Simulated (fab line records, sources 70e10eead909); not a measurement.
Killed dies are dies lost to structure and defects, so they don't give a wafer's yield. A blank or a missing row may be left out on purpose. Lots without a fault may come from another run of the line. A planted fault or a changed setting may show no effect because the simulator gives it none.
Which tool did it? | flow nand_harc | 24 lots, 72 wafers sampled, at 6 steps of a route of 1302

WHAT THE GAUGES READ, wafer by wafer
The record holds no reading of a measuring or inspecting step that can be judged against a usual standard deviation.

WHICH TOOL RAN EACH LOT (tool, then ch and the chambers of the sampled wafers, then the start)
lot  | NHARC_A_CONTACT_DEP_28        | NHARC_A_CONTACT_ETCH_51                       | NHARC_A_CONTACT_ETCH_112             | NHARC_A_CONTACT_ETCH_124             | NHARC_A_CONTACT_ETCH_130             | NHARC_A_CONTACT_ETCH_133
L075 | acl_dep-03 ch 0, day 20 22:35 | rie_diel-05 ch 0,1,3, day 21 05:39 or earlier | har_cap_etch-02 ch 0,1, day 21 05:39 | har_cap_etch-02 ch 0,1, day 21 21:11 | har_cap_etch-02 ch 0,1, day 21 22:17 | har_cap_etch-02 ch 0,1, day 21 22:49
L074 | acl_dep-03 ch 0, day 21 17:41 | rie_diel-05 ch 0,1,3, day 22 03:38 or earlier | har_cap_etch-02 ch 0,1, day 22 03:38 | har_cap_etch-01 ch 0,1, day 22 13:28 | har_cap_etch-01 ch 0,1, day 22 14:32 | har_cap_etch-01 ch 0,1, day 22 15:04
L076 | acl_dep-03 ch 0, day 21 23:31 | rie_diel-06 ch 1,2, day 22 06:07 or earlier   | har_cap_etch-03 ch 0,1, day 22 06:07 | har_cap_etch-03 ch 0,1, day 22 17:30 | har_cap_etch-03 ch 0,1, day 22 18:56 | har_cap_etch-03 ch 0,1, day 22 19:41
L077 | acl_dep-03 ch 0, day 22 07:41 | rie_diel-05 ch 1,3, day 22 14:13 or earlier   | har_cap_etch-02 ch 0, day 22 14:13   | har_cap_etch-01 ch 0,1, day 23 05:01 | har_cap_etch-01 ch 0,1, day 23 06:06 | har_cap_etch-01 ch 0,1, day 23 06:40
L078 | acl_dep-03 ch 0, day 22 21:35 | rie_diel-05 ch 0,2,3, day 23 03:25 or earlier | har_cap_etch-02 ch 0,1, day 23 03:25 | har_cap_etch-03 ch 0,1, day 23 13:37 | har_cap_etch-03 ch 0,1, day 23 14:42 | har_cap_etch-03 ch 0,1, day 23 15:19
L079 | acl_dep-02 ch 0, day 22 21:52 | rie_diel-06 ch 1,2, day 23 04:25 or earlier   | har_cap_etch-03 ch 0,1, day 23 04:25 | har_cap_etch-02 ch 0,1, day 23 16:33 | har_cap_etch-02 ch 0,1, day 23 17:38 | har_cap_etch-02 ch 0,1, day 23 18:10
L082 | acl_dep-02 ch 0, day 24 06:41 | rie_diel-06 ch 0,1, day 24 13:56 or earlier   | har_cap_etch-02 ch 0,1, day 24 13:56 | har_cap_etch-01 ch 0,1, day 24 23:32 | har_cap_etch-01 ch 0,1, day 25 00:37 | har_cap_etch-01 ch 0,1, day 25 01:09
L081 | acl_dep-03 ch 0, day 24 06:52 | rie_diel-05 ch 0,1, day 24 14:56 or earlier   | har_cap_etch-01 ch 0,1, day 24 14:56 | har_cap_etch-03 ch 0,1, day 25 00:35 | har_cap_etch-03 ch 0,1, day 25 01:40 | har_cap_etch-03 ch 0,1, day 25 02:11
L080 | acl_dep-01 ch 0, day 24 10:51 | rie_diel-06 ch 1,2,3, day 24 17:56 or earlier | har_cap_etch-03 ch 1, day 24 17:56   | har_cap_etch-01 ch 0, day 25 07:25   | har_cap_etch-01 ch 0, day 25 08:31   | har_cap_etch-01 ch 0, day 25 09:16
L083 | acl_dep-03 ch 0, day 24 15:53 | rie_diel-05 ch 1,2,3, day 24 23:09 or earlier | har_cap_etch-02 ch 0,1, day 24 23:09 | har_cap_etch-01 ch 0,1, day 25 11:02 | har_cap_etch-01 ch 0,1, day 25 12:29 | har_cap_etch-01 ch 0,1, day 25 13:15
L084 | acl_dep-01 ch 0, day 26 03:23 | rie_diel-06 ch 1,2,3, day 26 08:29 or earlier | har_cap_etch-01 ch 0,1, day 26 08:29 | har_cap_etch-02 ch 0,1, day 27 02:36 | har_cap_etch-02 ch 0,1, day 27 03:40 | har_cap_etch-02 ch 0,1, day 27 04:19
L086 | acl_dep-01 ch 0, day 26 10:49 | rie_diel-05 ch 1,2,3, day 26 18:03 or earlier | har_cap_etch-02 ch 0,1, day 26 18:03 | har_cap_etch-03 ch 0, day 27 06:11   | har_cap_etch-03 ch 0, day 27 07:38   | har_cap_etch-03 ch 0, day 27 08:23
L085 | acl_dep-03 ch 0, day 26 12:38 | rie_diel-06 ch 0,1, day 26 19:59 or earlier   | har_cap_etch-03 ch 0,1, day 26 19:59 | har_cap_etch-01 ch 0,1, day 27 07:29 | har_cap_etch-01 ch 0,1, day 27 08:34 | har_cap_etch-01 ch 0,1, day 27 09:05
L087 | acl_dep-01 ch 0, day 26 15:44 | rie_diel-05 ch 1,2,3, day 26 22:13 or earlier | har_cap_etch-01 ch 0,1, day 26 22:13 | har_cap_etch-02 ch 0,1, day 27 10:28 | har_cap_etch-02 ch 0,1, day 27 11:33 | har_cap_etch-02 ch 0,1, day 27 12:05
L089 | acl_dep-03 ch 0, day 27 03:41 | rie_diel-06 ch 0,1,3, day 27 11:11 or earlier | har_cap_etch-03 ch 0,1, day 27 11:11 | har_cap_etch-03 ch 0, day 27 22:05   | har_cap_etch-03 ch 0, day 27 23:32   | har_cap_etch-03 ch 0, day 28 00:14
L088 | acl_dep-01 ch 0, day 27 09:24 | rie_diel-05 ch 0,3, day 27 15:55 or earlier   | har_cap_etch-02 ch 0,1, day 27 15:55 | har_cap_etch-02 ch 0,1, day 28 01:41 | har_cap_etch-02 ch 0,1, day 28 02:45 | har_cap_etch-02 ch 0,1, day 28 03:22
L092 | acl_dep-01 ch 0, day 27 18:59 | rie_diel-05 ch 1,2, day 28 02:21 or earlier   | har_cap_etch-01 ch 0,1, day 28 02:21 | har_cap_etch-03 ch 0,1, day 28 13:09 | har_cap_etch-03 ch 0,1, day 28 14:36 | har_cap_etch-03 ch 0,1, day 28 15:19
L090 | acl_dep-02 ch 0, day 27 23:08 | rie_diel-06 ch 0,1, day 28 06:28 or earlier   | har_cap_etch-03 ch 0, day 28 06:28   | har_cap_etch-01 ch 0, day 28 17:10   | har_cap_etch-01 ch 0, day 28 18:16   | har_cap_etch-01 ch 0, day 28 18:47
L091 | acl_dep-02 ch 0, day 28 05:35 | rie_diel-06 ch 0,2,3, day 28 12:04 or earlier | har_cap_etch-02 ch 0, day 28 12:04   | har_cap_etch-03 ch 0,1, day 29 00:50 | har_cap_etch-03 ch 0,1, day 29 02:16 | har_cap_etch-03 ch 0,1, day 29 03:01
L093 | acl_dep-03 ch 0, day 29 14:19 | rie_diel-06 ch 0,2,3, day 29 21:35 or earlier | har_cap_etch-03 ch 0,1, day 29 21:35 | har_cap_etch-01 ch 0,1, day 30 11:44 | har_cap_etch-01 ch 0,1, day 30 12:49 | har_cap_etch-01 ch 0,1, day 30 13:21
L095 | acl_dep-02 ch 0, day 29 19:46 | rie_diel-06 ch 1,2,3, day 30 02:16 or earlier | har_cap_etch-01 ch 0,1, day 30 02:16 | har_cap_etch-02 ch 0,1, day 30 16:44 | har_cap_etch-02 ch 0,1, day 30 17:49 | har_cap_etch-02 ch 0,1, day 30 18:23
L094 | acl_dep-01 ch 0, day 30 00:01 | rie_diel-07 ch 0,1,3, day 30 07:20 or earlier | har_cap_etch-03 ch 0,1, day 30 07:20 | har_cap_etch-01 ch 0,1, day 30 21:47 | har_cap_etch-01 ch 0,1, day 30 22:52 | har_cap_etch-01 ch 0,1, day 30 23:24
L097 | acl_dep-02 ch 0, day 30 00:43 | rie_diel-06 ch 1,2,3, day 30 06:34 or earlier | har_cap_etch-02 ch 0,1, day 30 06:34 | har_cap_etch-03 ch 0,1, day 30 18:52 | har_cap_etch-03 ch 0,1, day 30 19:57 | har_cap_etch-03 ch 0,1, day 30 20:34
L096 | acl_dep-02 ch 0, day 30 18:02 | rie_diel-05 ch 2,3, day 31 01:16 or earlier   | har_cap_etch-03 ch 0,1, day 31 01:16 | har_cap_etch-01 ch 0,1, day 31 10:57 | har_cap_etch-01 ch 0,1, day 31 12:02 | har_cap_etch-01 ch 0,1, day 31 12:34
- NHARC_A_CONTACT_DEP_28: deposits aC, target thk 7000 nm.
- NHARC_A_CONTACT_ETCH_51: etches the open film in O2/COS, target depth 7000 nm, time 1820 s.
- NHARC_A_CONTACT_ETCH_112: etches the open film in C4F8/O2/Ar, time 190 s, target depth 1850 nm.
- NHARC_A_CONTACT_ETCH_124: etches the open film in C4F8/O2/Ar, time 140 s, target depth 700 nm.
- NHARC_A_CONTACT_ETCH_130: etches the open film in C4F8/O2/Ar, time 197 s, target depth 1918 nm.
- NHARC_A_CONTACT_ETCH_133: etches the open film in C4F8/O2/Ar, time 374 s, target depth 1610 nm.

WHAT THE TOOLS THEMSELVES READ (means of the sampled wafers that have a number; where no wafer has one, the mark that the record gives instead)
NHARC_A_CONTACT_DEP_28.
lot  | tool       | throttle_valve_pct (%)
L075 | acl_dep-03 | 35.001
L074 | acl_dep-03 | 34.996
L076 | acl_dep-03 | 35.005
L077 | acl_dep-03 | 34.999
L078 | acl_dep-03 | 35.008
L079 | acl_dep-02 | 35.005
L082 | acl_dep-02 | 34.997
L081 | acl_dep-03 | 35.000
L080 | acl_dep-01 | 35.000
L083 | acl_dep-03 | 35.001
L084 | acl_dep-01 | 34.996
L086 | acl_dep-01 | 35.006
L085 | acl_dep-03 | 34.997
L087 | acl_dep-01 | 35.006
L089 | acl_dep-03 | 35.005
L088 | acl_dep-01 | 35.002
L092 | acl_dep-01 | 35.004
L090 | acl_dep-02 | 35.002
L091 | acl_dep-02 | 35.002
L093 | acl_dep-03 | 34.996
L095 | acl_dep-02 | 34.990
L094 | acl_dep-01 | 34.997
L097 | acl_dep-02 | 35.003
L096 | acl_dep-02 | 34.998

NHARC_A_CONTACT_ETCH_51.
lot  | tool        | drypump_motor_current_A (A) | oes_product_au (a.u.) | rf_vpp_V (V) | showerhead_plenum_p_Torr (Torr) | throttle_valve_pct (%)
L075 | rie_diel-05 | 5.2                         | 0.999                 | 313.5        | 3.10                            | 28.339
L074 | rie_diel-05 | 5.2                         | 1.002                 | 314.3        | 3.10                            | 28.331
L076 | rie_diel-06 | 5.9                         | 1.004                 | 315.7        | 3.15                            | 28.338
L077 | rie_diel-05 | 5.4                         | 0.988                 | 312.6        | 3.02                            | 28.329
L078 | rie_diel-05 | 5.4                         | 0.994                 | 314.7        | 3.21                            | 28.331
L079 | rie_diel-06 | 5.9                         | 1.009                 | 314.9        | 3.15                            | 28.332
L082 | rie_diel-06 | 5.5                         | 0.992                 | 313.5        | 3.12                            | 28.330
L081 | rie_diel-05 | 5.2                         | 0.993                 | 312.5        | 3.03                            | 28.332
L080 | rie_diel-06 | 5.6                         | 1.006                 | 313.8        | 3.13                            | 28.332
L083 | rie_diel-05 | 5.7                         | 0.996                 | 314.0        | 3.14                            | 28.336
L084 | rie_diel-06 | 5.6                         | 1.009                 | 314.6        | 3.12                            | 28.325
L086 | rie_diel-05 | 5.7                         | 1.006                 | 313.9        | 3.13                            | 28.335
L085 | rie_diel-06 | 5.5                         | 1.007                 | 313.5        | 3.12                            | 28.330
L087 | rie_diel-05 | 5.7                         | 1.015                 | 314.6        | 3.13                            | 28.332
L089 | rie_diel-06 | 5.6                         | 0.997                 | 314.3        | 3.14                            | 28.335
L088 | rie_diel-05 | 5.1                         | 1.005                 | 314.2        | 3.14                            | 28.325
L092 | rie_diel-05 | 5.7                         | 0.998                 | 312.9        | 3.06                            | 28.331
L090 | rie_diel-06 | 5.5                         | 0.996                 | 314.6        | 3.11                            | 28.330
L091 | rie_diel-06 | 6.0                         | 1.014                 | 314.9        | 3.19                            | 28.330
L093 | rie_diel-06 | 6.0                         | 0.997                 | 315.1        | 3.18                            | 28.329
L095 | rie_diel-06 | 5.6                         | 0.997                 | 314.9        | 3.12                            | 28.320
L094 | rie_diel-07 | 5.9                         | 1.001                 | 315.6        | 3.22                            | 28.330
L097 | rie_diel-06 | 5.6                         | 0.997                 | 313.4        | 3.12                            | 28.330
L096 | rie_diel-05 | 5.6                         | 1.017                 | 315.7        | 3.17                            | 28.324

THE ANSWER, worked out from the rows above alone
Rule: what is usual is taken from the lots themselves. Put in order of their means at a reading, lots are off if they are a third of the lots or fewer, leave a main group of 4 or more, and stand apart from it by a gap of 3 or more times the standard deviation of the main group's means; of several such gaps the widest counts. A main group whose means are all the same, to the digits that the tables above print for the reading, isn't used. A lot without any number at a reading at which 4 lots or more have one is off too. The other lots that the step has rows for count as sound. The gauges are gone through in route order, then the tools' own readings, and for those a lot's mean is taken as printed above. The first step at which some lot is off is used, and at that step the reading that is off furthest; a lot without a number counts as furthest.
No lot is off at any reading shown: from this, nothing can be told.

WHAT THE SIMULATOR HAD PUT IN
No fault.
